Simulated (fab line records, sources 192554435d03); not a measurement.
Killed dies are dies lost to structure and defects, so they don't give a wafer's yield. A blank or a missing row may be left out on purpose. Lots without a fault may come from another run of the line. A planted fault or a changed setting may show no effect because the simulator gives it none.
Chamber matching | flow n5_finfet | N5_BEOL_M9_PECVD_70 on pecvd-02: 3 sister chambers
The step deposits SiO2 from TEOS/O2, target thk 20 nm, time 22.7 s. 16 wafers are shown with their chamber, then 8 later ones without.

WAFERS WITH THEIR CHAMBER
wafer  | chamber | throttle_valve_pct (%) | showerhead_plenum_p_Torr (Torr) | heater_power_w (W)
L077.2 | 1       | 23.6                   | 8.78                            | 745
L077.4 | 0       | 22.3                   | 8.79                            | 601
L077.6 | 1       | 23.7                   | 8.77                            | 740
L079.2 | 2       | 20.4                   | 8.86                            | 567
L079.3 | 1       | 23.4                   | 8.74                            | 701
L079.6 | 1       | 23.9                   | 8.78                            | 705
L082.1 | 2       | 20.2                   | 8.88                            | 643
L082.5 | 0       | 22.5                   | 8.79                            | 548
L082.6 | 1       | 23.7                   | 8.78                            | 616
L084.1 | 1       | 23.8                   | 8.76                            | 613
L084.3 | 1       | 23.5                   | 8.77                            | 604
L084.4 | 2       | 20.1                   | 8.87                            | 611
L090.1 | 0       | 22.7                   | 8.78                            | 544
L090.5 | 2       | 20.5                   | 8.88                            | 601
L090.6 | 0       | 22.5                   | 8.76                            | 538
L093.2 | 1       | 23.8                   | 8.74                            | 633

SIGNATURES (means of the wafers above)
reading                  | chamber 0 | chamber 1 | chamber 2 | scatter within a chamber
throttle_valve_pct       | 22.500    | 23.675    | 20.300    | 0.17
showerhead_plenum_p_Torr | 8.7800    | 8.7650    | 8.8725    | 0.0149
heater_power_w           | 557.75    | 669.62    | 605.50    | 48.1
Rule: a wafer's distance from a chamber is the root of the sum, over the readings, of the square of ((its reading less the chamber's mean) divided by the reading's scatter). The wafer belongs to the nearest chamber; if the next one is less than 2 further off, it can't be placed. The scatter: the root of (the sum of the squares of (reading less its chamber's mean) over the shown wafers, divided by (wafers less chambers)).

WAFERS WITHOUT THEIR CHAMBER
wafer  | throttle_valve_pct (%) | showerhead_plenum_p_Torr (Torr) | heater_power_w (W)
L093.4 | 20.2                   | 8.88                            | 617
L093.5 | 23.7                   | 8.79                            | 605
L091.1 | 23.8                   | 8.76                            | 744
L091.5 | 22.7                   | 8.78                            | 585
L091.6 | 23.8                   | 8.77                            | 737
L097.4 | 22.8                   | 8.79                            | 559
L097.5 | 20.7                   | 8.89                            | 679
L097.6 | 23.7                   | 8.79                            | 651

WHICH CHAMBER EACH WENT THROUGH
wafer  | from the rows above | in truth
L093.4 | 2                   | 2
L093.5 | 1                   | 1
L091.1 | 1                   | 1
L091.5 | 0                   | 0
L091.6 | 1                   | 1
L097.4 | 0                   | 0
L097.5 | 2                   | 2
L097.6 | 1                   | 1
Placed correctly: 8 of 8. Can't be placed from these rows: 0. Placed wrongly: 0.
